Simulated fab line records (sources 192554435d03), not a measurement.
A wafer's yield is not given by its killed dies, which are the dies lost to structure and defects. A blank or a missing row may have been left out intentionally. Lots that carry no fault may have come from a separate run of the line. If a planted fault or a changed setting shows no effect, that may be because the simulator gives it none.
Lot-split experiment | flow n5 finfet | 21 wafers read from 7 lots, route of 1938 steps

== THE SPLIT ==
At N5_MIM_TOP_LITHO_EXPOSE_05 (exposes mask MIM TOP, target cd 2000 nm), the setting dose mj was moved away from the recipe's 20.5 on 6 of the 21 wafers read, by -6.7% to +6.8%. This setting was run at the recipe's value on the other wafers.

== FROM THE SPLIT TO THE READING: what the file shows between them, 3 steps ==
- N5_MIM_TOP_LITHO_PEB_06
- N5_MIM_TOP_LITHO_DEVELOP_07: develop time 60 s
- N5_MIM_TOP_LITHO_HARDBAKE_09: time 120 s

== THE READING ==
Shown in nm: cd nm at N5_MIM_TOP_LITHO_CD_MEAS_08, with target cd 2000 nm. Typical for fault-free wafers on this fab line: 1999.4 nm, with standard deviation 1.7 nm.

wafer  | tool, chamber at the split | dose mj as run | against the recipe | cd nm, nm | against lot-mates on the recipe
L077.1 | krf scanner-02, 0          | 20.5           | recipe             | 1997.8    | -
L077.4 | krf scanner-02, 0          | 20.5           | recipe             | 1998.7    | -
L077.5 | krf scanner-02, 0          | 20.5           | recipe             | 1998.5    | -
L075.2 | krf scanner-01, 0          | 20.5           | recipe             | 1998.8    | -
L075.3 | krf scanner-01, 0          | 21.9           | +6.8%              | 1988.3    | -10.5
L075.6 | krf scanner-01, 0          | 21.9           | +6.8%              | 1986.3    | -12.5
L082.2 | krf scanner-02, 0          | 20.5           | recipe             | 2000.1    | -
L082.4 | krf scanner-02, 0          | 20.5           | recipe             | 1999.1    | -
L082.5 | krf scanner-02, 0          | 21.45          | +4.6%              | 1991.6    | -8.0
L083.2 | krf scanner-01, 0          | 19.12          | -6.7%              | 2011.8    | +11.6
L083.3 | krf scanner-01, 0          | 20.5           | recipe             | 1998.6    | -
L083.6 | krf scanner-01, 0          | 20.5           | recipe             | 2001.8    | -
L089.1 | krf scanner-01, 0          | 20.5           | recipe             | 1998.4    | -
L089.3 | krf scanner-01, 0          | 20.5           | recipe             | 1998.3    | -
L089.4 | krf scanner-01, 0          | 20.5           | recipe             | 1997.3    | -
L088.1 | krf scanner-01, 0          | 19.66          | -4.1%              | 2002.2    | +5.3
L088.2 | krf scanner-01, 0          | 20.5           | recipe             | 1996.1    | -
L088.6 | krf scanner-01, 0          | 20.5           | recipe             | 1997.7    | -
L097.2 | krf scanner-02, 0          | 20.11          | -1.9%              | 2003.9    | +5.2
L097.4 | krf scanner-02, 0          | 20.5           | recipe             | 1998.3    | -
L097.5 | krf scanner-02, 0          | 20.5           | recipe             | 1999.2    | -

FIT RESULTS
A straight line over all 21 wafers: cd nm changes by -1.67 nm for each +1% of dose mj; r = -0.96; the points scatter about the line by 1.5 nm.
The same after taking each lot's own level away (the mean of its wafers on the recipe; 21 wafers): -1.68 nm for each +1%; r = -0.98; scatter 0.94 nm.
That fit puts the effect of the largest move of dose mj on the reading at 11 nm.
From 1996.90 to 2000.20 nm: that is the span of the lots' own levels, equal to 1.9 times the standard deviation above.
The two slopes agree, so the slope changes little with the lot-to-lot level.
Check: -11.9 nm against its lot-mates is what the line predicts for one of the wafers moved furthest among these (+6.8%) when that wafer is left out of the fit. It came out at -10.5 nm against them.

== THE WHOLE CHAIN: every reading that the file lists as answering this split, in the file's order ==
step                        | what it does             | reading                                                              | change (the file's fit)              | r (the file's)
N5_MIM_TOP_LITHO_CD_MEAS_08 | target cd 2000 nm        | cd nm                                                                | -1.69 nm for each +1% of the setting | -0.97
N5_MIM_TOP_LITHO_DESCUM_10  | chemistry O2, time 7.9 s | MIM_TOP_LITHO.cd nm (the simulator's own value, which no gauge read) | -1.71 nm for each +1% of the setting | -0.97

== THE FILE'S OWN FIT ==
cd nm changes by -1.69 nm for each +1% of dose mj, r = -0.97.
